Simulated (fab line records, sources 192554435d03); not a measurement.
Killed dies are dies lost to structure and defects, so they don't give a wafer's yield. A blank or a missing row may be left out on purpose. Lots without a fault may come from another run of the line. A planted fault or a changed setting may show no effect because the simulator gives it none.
One fault seen from 2 desks | flow n5_finfet | each desk has only its own numbers; what lay behind them comes last

THE TOOL OWNER'S DESK: ald_metal-01
The tool's own readings at N5_BEOL_M6_ALD_77 (deposits TaN, target thk 2 nm, pulse time 2 s, purge time 3 s): means of the sampled wafers that have a number, for each lot that ran on this tool. A lot is out of limits, marked OUT, if its mean lies more than 4 standard deviations from the usual mean; the brackets give that distance.
Columns: A = heater_power_w at N5_BEOL_M6_ALD_77, usual 425 W
lot  | first seen here | A
L344 | day 11 07:17    | 435
L347 | day 12 19:14    | 413
L348 | day 13 06:29    | 408
L360 | day 16 08:05    | 433
This desk's finding: nothing out of limits on any of the 4 lots.

THE METROLOGY DESK
What the gauges read, lot by lot, whatever tool the lot ran on: means of the sampled wafers that have a number. A lot is out of limits, marked OUT, if its mean lies more than 4 standard deviations from the usual mean; the brackets give that distance.
Columns: A = trench_depth_nm at N5_BEOL_M6_OCD_MEAS_38, usual 94.8 nm; B = cd_nm at N5_BEOL_M6_CD_MEAS_35, usual 40.2 nm
lot  | first seen here | A    | B
L338 | day 10 06:53    | 95.7 | 39.9
L344 | day 11 06:40    | 95.8 | 40.4
L347 | day 12 18:27    | 95.5 | 39.9
L348 | day 13 04:21    | 95.6 | 40.2
L359 | day 16 02:34    | 95.3 | 40.6
L360 | day 16 07:25    | 95.7 | 40.5
This desk's finding: nothing out of limits on any of the 6 lots.

PUT TOGETHER
The tool owner's desk saw nothing out of limits.
The metrology desk saw nothing out of limits.

WHAT THE SIMULATOR HAD PUT IN
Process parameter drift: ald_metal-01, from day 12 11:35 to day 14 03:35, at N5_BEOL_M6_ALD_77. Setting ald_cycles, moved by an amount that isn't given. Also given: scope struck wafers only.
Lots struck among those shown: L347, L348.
